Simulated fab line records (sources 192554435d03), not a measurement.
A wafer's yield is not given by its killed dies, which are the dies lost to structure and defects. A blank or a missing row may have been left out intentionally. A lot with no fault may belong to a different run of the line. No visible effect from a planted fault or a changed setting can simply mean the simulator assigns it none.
Which tool did it? -- flow n5Finfet -- 9 lots with 27 wafers sampled at 5 steps, on a route of 1938 steps

== WHAT THE GAUGES SHOWED, per wafer ==
N5_BEOL_M4_RC_MEAS_101. Usual: DIBL_N 36.0 mV/V, standard deviation 2.2; DIBL_P 35.9 mV/V, standard deviation 2.6; IOFF_N 0.16 nA/um, standard deviation 0.038; IOFF_P 0.21 nA/um, standard deviation 0.042; ION_N 675 uA/um, standard deviation 15; ION_P 463 uA/um, standard deviation 10; SS_N 71.5 mV/dec, standard deviation 0.62; SS_P 73.2 mV/dec, standard deviation 0.76; VT_N 250 mV, standard deviation 4.1; VT_P -251 mV, standard deviation 3.6.
lot,measured,on,DIBL_N (mV/V),DIBL_P (mV/V),IOFF_N (nA/um),IOFF_P (nA/um),ION_N (uA/um),ION_P (uA/um),SS_N (mV/dec),SS_P (mV/dec),VT_N (mV),VT_P (mV),flag
L675,day 8 00:55,prober-02,36.3 35.1 32.8,37.2 36.8 34.1,0.17 0.15 0.12,0.21 0.19 0.16,675 662 672,458 454 463,72.3 71.6 70.7,73.5 73.3 72.1,249 251 253,-252 -252 -255,
L677,day 9 00:44,prober-01,32.4 32.1 34.7,31.1 31.3 33.8,0.10 0.10 0.13,0.14 0.14 0.18,662 648 674,457 454 465,71.0 70.5 71.4,72.7 72.4 74.1,259 260 255,-258 -257 -251,
L680,day 9 22:17,prober-01,36.5 34.2 35.0,35.6 34.0 34.3,0.15 0.13 0.13,0.20 0.19 0.19,672 682 673,462 473 465,71.5 70.9 70.7,73.3 72.4 72.6,249 253 251,-249 -250 -249,
L681,day 10 03:46,prober-01,35.3 37.6 39.0,34.6 36.8 39.5,0.13 0.16 0.21,0.17 0.20 0.24,673 662 684,464 450 464,70.8 71.5 72.3,72.6 74.0 74.1,251 252 246,-255 -254 -252,
L684,day 10 14:30,prober-01,38.5 32.9 37.7,36.9 30.5 36.0,0.16 0.09 0.16,0.26 0.17 0.25,684 639 674,475 447 474,71.2 70.3 71.4,73.7 72.9 73.6,248 257 248,-247 -250 -245,
L691,day 12 00:15,prober-02,38.2 38.3 37.3,34.2 37.3 36.2,0.15 0.17 0.16,0.19 0.23 0.22,658 691 687,452 473 474,71.8 71.6 71.0,73.3 73.5 73.4,253 245 248,-253 -251 -249,
L692,day 12 17:16,prober-02,38.6 39.9 38.5,39.0 42.4 39.0,0.18 0.22 0.20,0.23 0.29 0.25,675 696 689,464 482 472,71.9 72.1 71.6,73.4 73.9 73.0,249 245 246,-250 -248 -250,
L693,day 13 05:34,prober-02,38.0 34.9 34.1,39.0 35.5 34.3,0.20 0.15 0.13,0.25 0.19 0.18,685 689 664,465 469 458,72.1 71.6 71.3,74.5 73.0 73.1,248 250 253,-251 -250 -254,
L695,day 13 18:15,prober-01,37.4 33.0 37.6,40.0 33.5 40.5,0.21 0.14 0.22,0.26 0.17 0.25,678 679 692,458 467 470,71.8 71.5 72.9,74.5 72.5 74.6,242 249 244,-250 -254 -249,

== TOOL THAT RAN EACH LOT (tool first, then ch and the chambers of the sampled wafers, then the start) ==
lot,N5_BEOL_M4_ETCH_69,N5_BEOL_M4_VIA_ETCH_34,N5_BEOL_M4_STRIP_97,N5_BEOL_M4_ALD_84
L675,"rieDiel-01 ch 2,3, day 7 17:26","rieDiel-06 ch 1,2,3, day 7 20:17","rieDiel-06 ch 1,2,3, day 7 21:02 or earlier","aldMetal-01 ch 1,2,3, day 7 21:02"
L677,"rieDiel-01 ch 1,3, day 8 17:31","rieDiel-01 ch 2,3, day 8 19:11","rieDiel-01 ch 2,3, day 8 20:06 or earlier","aldMetal-01 ch 2,3, day 8 20:06"
L680,"rieDiel-01 ch 1,2, day 9 08:43","rieDiel-01 ch 0,1,3, day 9 17:52","rieDiel-01 ch 0,1,3, day 9 18:49 or earlier","aldMetal-02 ch 2,3, day 9 18:49"
L681,"rieDiel-06 ch 0,2,3, day 9 23:16","rieDiel-01 ch 1,3, day 9 23:39","rieDiel-01 ch 1,3, day 10 00:13 or earlier","aldMetal-01 ch 0,2, day 10 00:13"
L684,"rieDiel-01 ch 0,2,3, day 10 04:51","rieDiel-04 ch 0,2,3, day 10 09:49","rieDiel-04 ch 0,2,3, day 10 11:09 or earlier","aldMetal-01 ch 0,1,3, day 10 11:09"
L691,"rieDiel-06 ch 0,2,3, day 11 15:38","rieDiel-06 ch 1,2,3, day 11 19:18","rieDiel-06 ch 1,2,3, day 11 19:54 or earlier","aldMetal-02 ch 0,1,3, day 11 19:54"
L692,"rieDiel-01 ch 1,2, day 12 08:02","rieDiel-01 ch 0,1,2, day 12 12:05","rieDiel-01 ch 0,1,2, day 12 13:38 or earlier","aldMetal-03 ch 0,2, day 12 13:38"
L693,"rieDiel-04 ch 1,2,3, day 12 19:42","rieDiel-06 ch 0,1,3, day 13 01:33","rieDiel-06 ch 0,1,3, day 13 02:08 or earlier","aldMetal-02 ch 0,1,2, day 13 02:08"
L695,"rieDiel-04 ch 0,1,3, day 13 08:43","rieDiel-06 ch 0,1,3, day 13 13:54","rieDiel-06 ch 0,1,3, day 13 14:40 or earlier","aldMetal-02 ch 0,1,2, day 13 14:40"
- N5_BEOL_M4_ETCH_69: etches SiARC in CF4, target depth 15.6 nm, time 26 s.
- N5_BEOL_M4_VIA_ETCH_34: etches the open film in C4F6/O2, target depth 69.4 nm, time 65.9 s.
- N5_BEOL_M4_STRIP_97: strips in N2/H2, time 10 s.
- N5_BEOL_M4_ALD_84: deposits TaN, pulse time 2 s, purge time 3 s, co reactant purge time 2 s.

== AS READ BY THE TOOLS THEMSELVES (means over the sampled wafers that have a number; for cases with no such wafer, the mark the record gives instead) ==
N5_BEOL_M4_ETCH_69. Usual: drypumpMotorCurrentA 5.7 A, standard deviation 0.33; etchRfOnTimeS 26.0 s, standard deviation 0.97; oesProductAu 0.66 a.u., standard deviation 0.068; rfVppV 184.2 V, standard deviation 1.1; showerheadPlenumPTorr 2.15 Torr, standard deviation 0.061; throttleValvePct 15.59 %, standard deviation 0.24.
lot,tool,drypumpMotorCurrentA (A),etchRfOnTimeS (s),oesProductAu (a.u.),rfVppV (V),showerheadPlenumPTorr (Torr),throttleValvePct (%),flag
L675,rieDiel-01,5.7,27.4,0.61,183.7,2.09,15.97,
L677,rieDiel-01,5.5,26.5,0.65,184.8,2.19,15.85,
L680,rieDiel-01,5.8,27.0,0.58,183.5,2.10,16.11,
L681,rieDiel-06,5.8,25.8,0.70,184.0,2.14,15.50,
L684,rieDiel-01,5.5,26.1,0.75,185.4,2.21,15.63,
L691,rieDiel-06,5.8,25.6,0.69,184.6,2.13,15.53,
L692,rieDiel-01,5.8,26.8,0.71,185.8,2.26,15.84,
L693,rieDiel-04,5.7,26.1,0.60,183.6,2.13,15.55,
L695,rieDiel-04,5.9,26.1,0.64,184.0,2.11,15.49,

N5_BEOL_M4_VIA_ETCH_34. Usual: drypumpMotorCurrentA 5.7 A, standard deviation 0.32; oesProductAu 0.79 a.u., standard deviation 0.076; rfVppV 667 V, standard deviation 21; showerheadPlenumPTorr 2.86 Torr, standard deviation 0.066; throttleValvePct 30.8 %, standard deviation 0.33.
lot,tool,drypumpMotorCurrentA (A),oesProductAu (a.u.),rfVppV (V),showerheadPlenumPTorr (Torr),throttleValvePct (%),flag
L675,rieDiel-06,5.9,0.78,657,2.90,31.0,
L677,rieDiel-01,5.7,0.72,667,2.77,31.2,
L680,rieDiel-01,5.4,0.81,671,2.87,30.7,
L681,rieDiel-01,5.5,0.76,683,2.88,30.9,
L684,rieDiel-04,5.9,0.77,666,2.86,30.6,
L691,rieDiel-06,5.9,0.86,656,2.89,30.9,
L692,rieDiel-01,5.5,0.80,665,2.94,31.0,
L693,rieDiel-06,5.8,0.84,668,2.85,30.6,
L695,rieDiel-06,5.9,0.82,668,2.84,30.6,

N5_BEOL_M4_STRIP_97. Usual: drypumpMotorCurrentA 5.7 A, standard deviation 0.32; oesProductAu 0.79 a.u., standard deviation 0.075; rfVppV 59.1 V, standard deviation 0.86; showerheadPlenumPTorr 2.56 Torr, standard deviation 0.07; throttleValvePct 23.6 %, standard deviation 0.3.
lot,tool,drypumpMotorCurrentA (A),oesProductAu (a.u.),rfVppV (V),showerheadPlenumPTorr (Torr),throttleValvePct (%),flag
L675,rieDiel-06,5.9,0.78,59.1,2.57,23.5,
L677,rieDiel-01,5.7,0.73,58.7,2.46,24.0,
L680,rieDiel-01,5.4,0.80,59.2,2.61,24.0,
L681,rieDiel-01,5.6,0.76,60.0,2.62,24.2,
L684,rieDiel-04,5.9,0.79,59.0,2.55,23.5,
L691,rieDiel-06,5.9,0.85,59.4,2.55,23.5,
L692,rieDiel-01,5.5,0.81,60.4,2.65,24.1,
L693,rieDiel-06,5.9,0.84,59.5,2.54,23.5,
L695,rieDiel-06,5.9,0.82,59.3,2.53,23.5,

N5_BEOL_M4_ALD_84. Usual: 420 W for heaterPowerW, sd 47.
lot,tool,heaterPowerW (W),flag
L675,aldMetal-01,430,
L677,aldMetal-01,462,
L680,aldMetal-02,396,
L681,aldMetal-01,423,
L684,aldMetal-01,430,
L691,aldMetal-02,382,
L692,aldMetal-03,413,
L693,aldMetal-02,411,
L695,aldMetal-02,413,

== THE ANSWER, worked out from the rows above alone ==
Rule: a lot counts as off when the mean over its wafers that have a number is more than 3 standard deviations away from the usual mean. A lot without any number at a reading at which 4 lots or more have one is off too. Where the step has rows for the other lots, those lots are counted as sound. First the gauges in route order, then the tools' own readings, where a lot's mean is used as printed above. The first step at which some lot is off is used, and at that step the reading that is off furthest; a lot without a number counts as furthest.
None of the lots is off at any reading shown; this tells nothing.

== WHAT HAD BEEN PUT IN BY THE SIMULATOR ==
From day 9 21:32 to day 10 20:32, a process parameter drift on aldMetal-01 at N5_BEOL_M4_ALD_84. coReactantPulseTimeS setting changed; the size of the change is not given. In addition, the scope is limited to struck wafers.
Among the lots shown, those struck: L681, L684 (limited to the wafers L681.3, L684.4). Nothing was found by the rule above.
